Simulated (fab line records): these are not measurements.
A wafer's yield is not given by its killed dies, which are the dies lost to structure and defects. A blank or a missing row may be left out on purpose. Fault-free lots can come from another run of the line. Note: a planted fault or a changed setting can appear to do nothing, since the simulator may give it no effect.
A lot that was struck, set against a sound lot	flow n5_finfet	22 steps out of a route of 1938
Sound: wafers L384.2, L384.3, L384.5. Wafers struck: L369.3, L369.4, L369.6. The cause is named last.
Each step with rows lists, per side, the tool, then ch with its chambers, then its first start. Under that, the readings that differ: sound wafers	struck wafers	difference of the means	sigmas: that difference in standard deviations of wafers without a fault.
alike: same words and numbers on both sides, and readings whose means sit less than 2 such deviations apart. not compared: any withheld reading, any reading some wafer has no value for, any bound like >300 that may hide the same value, and any number with overlapping values for which the record gives no deviation.
Wherever a step has rows on one side only, a row that says differs or no value, or a row with sigmas, the two part there. Numbers that have no deviation but don't overlap get no sigmas and don't part them. A reading that every wafer of one side lacks parts them only if that side has two wafers or more.

N5_STI_FIN_REVEAL_THK_MEAS_05:
  sound on film_metro-01, day 8 02:40; struck on film_metro-02, day 3 21:04
reading	sound	struck	difference	sigmas
thk_nm (nm)	130.8 130.5 131.0	132.8 134.1 134.1	+2.9	+3
N5_STI_FIN_REVEAL_DENSIFY_30:
  sound on rtp_anneal-02 ch 0, day 8 02:44; struck on rtp_anneal-01 ch 0, day 3 21:08
  alike: lamp_power_pct
  not compared: wafer_temp_C_max
N5_STI_FIN_REVEAL_ETCHBACK_08: etches SiO2 in C4F6/O2, target depth 30.5 nm, time 10.167 s.
  sound on rie_diel-02 ch 0,1,2, day 8 02:57; struck on rie_diel-02 ch 0,1,3, day 3 21:19
  alike: chamber_pressure_mTorr, drypump_motor_current_A, oes_product_au, rf_vpp_V, showerhead_plenum_p_Torr, throttle_valve_pct
  not compared: rf_hours_counter_h
then, 5 steps without rows for these wafers: N5_STI_FIN_REVEAL_STRIP_24 (strips in N2/H2, time 90 s); N5_STI_FIN_REVEAL_PRECLEAN_25 (cleans in SPM, time 90 s); N5_STI_FIN_REVEAL_PRECLEAN_26 (cleans in SC1, time 45 s); N5_STI_FIN_REVEAL_PRECLEAN_29 (cleans in DHF, time 30 s); N5_STI_FIN_REVEAL_SRD_12 (time 30 s).
N5_STI_FIN_REVEAL_RECESS_09: chemistry HF/NH3, target SiO2, afs cycles 11, target depth 42.5 nm, sublimation time 60 s.
  sound on vapor_etch-02 ch 1, day 8 03:12; struck on vapor_etch-02 ch 0,1, day 3 22:05
  alike: drypump_motor_current_A, sublimation_temp_c
then, 2 steps without rows for these wafers: N5_STI_FIN_REVEAL_STRIP_16 (strips SiNx in H3PO4, target depth 23.8 nm); N5_STI_FIN_REVEAL_PRECLEAN_17 (cleans in NF3:NH3, afs cycles 1, time 20 s, sublimation time 60 s).
N5_STI_FIN_REVEAL_ETCH_34: etches Si in H2, material Si, target depth 0.97 nm.
  sound on rie_si-03 ch 1,2, day 8 05:19; struck on rie_si-02 ch 0,1,3, day 3 23:39
  alike: chamber_pressure_mTorr, drypump_motor_current_A, oes_product_au, throttle_valve_pct
  not compared: rf_hours_counter_h
N5_STI_FIN_REVEAL_OXIDATION_31: chemistry O2 PLASMA REMOTE, time 20 s.
  sound on plasma_asher-02 ch 0,1, day 8 05:22; struck on plasma_asher-01 ch 0,1, day 3 23:44
  no value came back on the struck wafers for chamber_pressure_mTorr (mTorr), drypump_motor_current_A (A), heater_power_w (W); on the sound wafers chamber_pressure_mTorr (mTorr) reads 997.8 998.3 1001.4
reading	sound	struck	difference	sigmas
model.Si_of_PMOS_HMC_CHANNEL_EPI_EPI_26.thk_nm (nm)	3 3 2.8	3.334 3.341 3.358	+0.411	
  not compared: rf_hours_counter_h
then, 3 steps without rows for these wafers: N5_STI_FIN_REVEAL_PRECLEAN_32 (cleans in NF3:NH3, afs cycles 1, time 20 s, sublimation time 60 s); N5_STI_FIN_REVEAL_STRIP_35 (strips Si3N4 in H3PO4, target depth 4 nm, time 39 s); N5_STI_FIN_REVEAL_SRD_21 (time 30 s).
N5_STI_FIN_REVEAL_OXIDATION_33: chemistry O2 PLASMA REMOTE, time 20 s.
  sound on plasma_asher-01 ch 0,1, day 8 05:43; struck on plasma_asher-02 ch 0,1, day 4 00:05
  alike: chamber_pressure_mTorr, drypump_motor_current_A, heater_power_w
  not compared: rf_hours_counter_h
N5_STI_FIN_REVEAL_CLEAN_19: cleans in O3/DIW, time 120 s.
  sound on wet_bench-04 ch 3,4,6, day 8 05:49; struck on wet_bench-02 ch 0,1,4, day 4 00:09
reading	sound	struck	difference	sigmas
model.Si_of_PMOS_HMC_CHANNEL_EPI_EPI_26.thk_nm (nm)	2.4 2.4 2.4	2.8 2.8 2.8	+0.4	
  alike: bath_heat_duty_pct
then, 1 step without rows for these wafers: N5_STI_FIN_REVEAL_SRD_23 (time 30 s).
N5_STI_FIN_REVEAL_CD_MEAS_22: target cd 6.238 nm, pitch 28 nm.
  sound on cd_sem-03, day 8 05:53; struck on cd_sem-01, day 4 00:14
reading	sound	struck	difference	sigmas
cd_nm (nm)	6.07 6.04 6.47	7.20 7.04 7.35	+1.00	+4
N5_STI_FIN_REVEAL_FIN_H_MEAS_10:
  sound on ocd-01, day 8 05:55; struck on ocd-01, day 4 00:16
  alike: trench_depth_nm
-- here the record skips 13 days between the struck wafers' starts before and after, leaving off in module STI_FIN_REVEAL and picking up in module PASSIVATION (first step shown: number 1936 of the route) --
N5_PASSIVATION_PROBE_49:
  the record has rows for the struck wafers here (prober-02, day 16 16:26) and none for the sound ones

WHERE THEY PART
Last at N5_PASSIVATION_PROBE_49 as far as this record goes, first at N5_STI_FIN_REVEAL_THK_MEAS_05.

WHY: whatever the simulator had introduced
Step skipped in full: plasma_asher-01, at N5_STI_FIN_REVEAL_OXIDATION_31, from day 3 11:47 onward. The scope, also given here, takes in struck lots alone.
